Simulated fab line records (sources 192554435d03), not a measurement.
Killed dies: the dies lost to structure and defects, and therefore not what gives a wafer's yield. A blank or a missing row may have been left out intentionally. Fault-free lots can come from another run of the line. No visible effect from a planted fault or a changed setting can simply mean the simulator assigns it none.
Split-lot experiment + flow n5 finfet + 39 wafers read from 7 lots, route of 1938 steps

THE SPLIT ITSELF
At N5_BEOL_M11_ETCH_41 (etches SiCN in CH3F/O2, target depth 42.6 nm, time 86 s), the setting time s was moved away from the recipe's 86 s on 12 of the 39 wafers read, by -54.8% to +51.9%. All remaining wafers had this setting at the recipe value.

The split's own step is where the reading is taken.

THE READING
etch.depth nm (the simulator's own value, which no gauge read), in nm, at N5_BEOL_M11_ETCH_41 (etches SiCN in CH3F/O2, target depth 42.6 nm, time 86 s). The file does not state a usual value for it. Here, 27 wafers ran the recipe; their average is 32.64 nm with a standard deviation of 0.62 nm.

| wafer  | tool, chamber at the split | time s as run, s | against the recipe | etch.depth nm, nm | against lot-mates on the recipe |
|--------|----------------------------|------------------|--------------------|-------------------|---------------------------------|
| L076.1 | rie diel-05, 1             | 130.6            | +51.9%             | 48.52             | +16.39                          |
| L076.2 | rie diel-05, 2             | 130.6            | +51.9%             | 49.92             | +17.79                          |
| L076.3 | rie diel-05, 0             | 86               | recipe             | 31.92             | -                               |
| L076.4 | rie diel-05, 1             | 130.6            | +51.9%             | 48.74             | +16.61                          |
| L076.5 | rie diel-05, 0             | 86               | recipe             | 31.67             | -                               |
| L076.6 | rie diel-05, 2             | 86               | recipe             | 32.79             | -                               |
| L077.2 | rie diel-03, 3             | 86               | recipe             | 32.54             | -                               |
| L077.3 | rie diel-03, 1             | 86               | recipe             | 33.48             | -                               |
| L077.6 | rie diel-03, 3             | 86               | recipe             | 32.83             | -                               |
| L083.1 | rie diel-03, 3             | 86               | recipe             | 33.14             | -                               |
| L083.2 | rie diel-03, 1             | 86               | recipe             | 33.94             | -                               |
| L083.3 | rie diel-03, 0             | 86               | recipe             | 32.97             | -                               |
| L083.4 | rie diel-03, 1             | 86               | recipe             | 33.87             | -                               |
| L083.5 | rie diel-03, 3             | 86               | recipe             | 32.95             | -                               |
| L083.6 | rie diel-03, 0             | 86               | recipe             | 32.64             | -                               |
| L085.1 | rie diel-05, 1             | 86               | recipe             | 31.86             | -                               |
| L085.2 | rie diel-05, 3             | 86               | recipe             | 32.46             | -                               |
| L085.3 | rie diel-05, 2             | 86               | recipe             | 32.57             | -                               |
| L085.4 | rie diel-05, 1             | 86               | recipe             | 31.84             | -                               |
| L085.5 | rie diel-05, 3             | 86               | recipe             | 32.81             | -                               |
| L085.6 | rie diel-05, 2             | 86               | recipe             | 32.84             | -                               |
| L090.1 | rie diel-02, 3             | 86               | recipe             | 32.85             | -                               |
| L090.2 | rie diel-02, 1             | 86               | recipe             | 32.59             | -                               |
| L090.3 | rie diel-02, 2             | 38.91            | -54.8%             | 14.39             | -17.98                          |
| L090.4 | rie diel-02, 0             | 38.91            | -54.8%             | 15.47             | -16.90                          |
| L090.5 | rie diel-02, 1             | 38.91            | -54.8%             | 14.82             | -17.55                          |
| L090.6 | rie diel-02, 2             | 86               | recipe             | 31.68             | -                               |
| L091.1 | rie diel-02, 2             | 86               | recipe             | 31.6              | -                               |
| L091.2 | rie diel-02, 1             | 86               | recipe             | 32.62             | -                               |
| L091.3 | rie diel-02, 3             | 86               | recipe             | 32.59             | -                               |
| L091.4 | rie diel-02, 0             | 105.7            | +22.9%             | 41.52             | +9.25                           |
| L091.5 | rie diel-02, 3             | 105.7            | +22.9%             | 40.28             | +8.01                           |
| L091.6 | rie diel-02, 2             | 105.7            | +22.9%             | 39.29             | +7.02                           |
| L096.1 | rie diel-05, 3             | 68.24            | -20.7%             | 26.27             | -6.50                           |
| L096.2 | rie diel-05, 0             | 86               | recipe             | 33.25             | -                               |
| L096.3 | rie diel-05, 1             | 86               | recipe             | 32.02             | -                               |
| L096.4 | rie diel-05, 3             | 86               | recipe             | 33.04             | -                               |
| L096.5 | rie diel-05, 0             | 68.24            | -20.7%             | 26.17             | -6.60                           |
| L096.6 | rie diel-05, 1             | 68.24            | -20.7%             | 25.57             | -7.20                           |

FIT RESULTS
A straight line over all 39 wafers: etch.depth nm changes by +0.322 nm for each +1% of time s; r = +1.00; the points scatter about the line by 0.64 nm.
The same after taking each lot's own level away (the mean of its wafers on the recipe; 39 wafers): +0.325 nm for each +1%; r = +1.00; scatter 0.56 nm.
Per that fit: largest time s move, reading shift of 18 nm.
The lots' own levels span 32.127 to 33.252 nm, that is 1.8 times the standard deviation above.
The two slopes agree, so the slope changes little with the lot-to-lot level.
Check: for one of the wafers moved furthest among these (-54.8%), held out of the fit, the line's prediction against its lot-mates is -17.7 nm. Against them it came out at -18 nm.

OTHER SPLITS ON THESE WAFERS
These wafers also went through other splits before the reading. Each is held against what the fit with the lots' levels taken away leaves over:
| other split on the same wafers | wafers away from the commonest value | r with etch.depth nm (lot level and that fit taken away) |
|--------------------------------|--------------------------------------|----------------------------------------------------------|
| N5_BEOL_M1_ALD_84 ald cycles   | 15                                   | +0.10                                                    |
| N5_BEOL_M8_DESCUM_33 time s    | 12                                   | -0.14                                                    |
| N5_BEOL_M9_ILD_DEP_00 time s   | 6                                    | -0.04                                                    |

THE FILE'S OWN FIT
etch.depth nm changes by +0.325 nm for each +1% of time s, r = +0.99.
